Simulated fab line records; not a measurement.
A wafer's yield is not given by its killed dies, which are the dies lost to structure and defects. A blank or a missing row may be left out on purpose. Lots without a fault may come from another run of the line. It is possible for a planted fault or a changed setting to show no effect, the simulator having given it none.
The same fault as seen by 3 desks :: flow n5-finfet :: numbers are kept per desk, each desk with only its own; the story behind them comes last

AT THE METROLOGY DESK
What the gauges read for every lot (on any tool): the sampled wafers with a number, averaged. Marked OUT: a lot whose mean sits more than 4 standard deviations from the usual mean, which makes it out of limits; the brackets give that distance.
Columns: A = cd-nm at N5_BEOL_M15_CD_MEAS_10, usual 360.4 nm
lot: L947
first seen here: day 12 14:27
A: 360.2

lot: L951
first seen here: day 13 02:33
A: 361.1

lot: L950
first seen here: day 13 10:46
A: 360.3

lot: L952
first seen here: day 13 20:06
A: 359.7

lot: L958
first seen here: day 15 23:17
A: 359.5

lot: L961
first seen here: day 15 23:33
A: 359.3

lot: L963
first seen here: day 16 16:26
A: 361.0

lot: L962
first seen here: day 16 17:39
A: 361.9

lot: L965
first seen here: day 17 13:23
A: 360.0

lot: L966
first seen here: day 18 02:30
A: 359.5
This desk's finding: nothing out of limits on any of the 10 lots.

TOOL OWNER'S DESK, pecvd-01
The tool's own readings at N5_BEOL_M14_DEP_53 (deposits SiCN from 3MS/NH3, target thk 50 nm, time 17.8 s): means of the sampled wafers that have a number, for each lot that ran on this tool. Marked OUT: a lot whose mean sits more than 4 standard deviations from the usual mean, which makes it out of limits; the brackets give that distance.
Columns: A = showerhead-plenum-p-Torr at N5_BEOL_M14_DEP_53, usual 4.146 Torr; B = throttle-valve-pct at N5_BEOL_M14_DEP_53, usual 17.8 %
lot: L951
first seen here: day 13 01:44
A: 4.143
B: 17.6

lot: L952
first seen here: day 13 19:16
A: 4.143
B: 17.8

lot: L958
first seen here: day 15 22:21
A: 4.133
B: 17.4

lot: L961
first seen here: day 15 22:43
A: 4.160
B: 16.9

lot: L962
first seen here: day 16 16:58
A: 4.143
B: 17.7
This desk's finding: nothing out of limits on any of the 5 lots.

THE DEFECT DESK
Inspection counts along the route, by lot: the mean over sampled wafers that carry a number. Marked OUT: a lot whose mean sits more than 4 standard deviations from the usual mean, which makes it out of limits; the brackets give that distance.
Columns: A = raw-defect-count at N5_BEOL_M14_INSPECT_55, usual 75
lot: L947
first seen here: day 12 13:52
A: 84

lot: L951
first seen here: day 13 01:50
A: 57

lot: L950
first seen here: day 13 10:04
A: 75

lot: L952
first seen here: day 13 19:22
A: 77

lot: L958
first seen here: day 15 22:28
A: 65

lot: L961
first seen here: day 15 22:50
A: 409 (+13) OUT

lot: L963
first seen here: day 16 15:43
A: 109

lot: L962
first seen here: day 16 17:04
A: 254 (+6.9) OUT

lot: L965
first seen here: day 17 12:48
A: 84

lot: L966
first seen here: day 18 01:47
A: 66
This desk finds L961, L962 out of limits, L961 being first, at day 15 22:50 (raw-defect-count at N5_BEOL_M14_INSPECT_55). L947, L951, L950, L952, L958, L963, L965, L966: within limits.

TAKEN TOGETHER
The defect desk could have raised an alarm at day 15 22:50, on L961, L962.
The metrology desk saw nothing out of limits.
The desk of the tool owner found nothing out of limits.
The metrology desk holds a record of L961, L962, inside its limits.
On record at the tool owner's desk: L961, L962, within its limits.
Of the lots named, all ran N5_BEOL_M14_DEP_53 on pecvd-01.

WHAT THE SIMULATOR PUT IN
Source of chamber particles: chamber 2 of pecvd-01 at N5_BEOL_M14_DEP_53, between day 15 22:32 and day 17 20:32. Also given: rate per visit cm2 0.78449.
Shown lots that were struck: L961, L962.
Hours from the fault's start to each desk's first reading out of limits: the defect desk, 0.
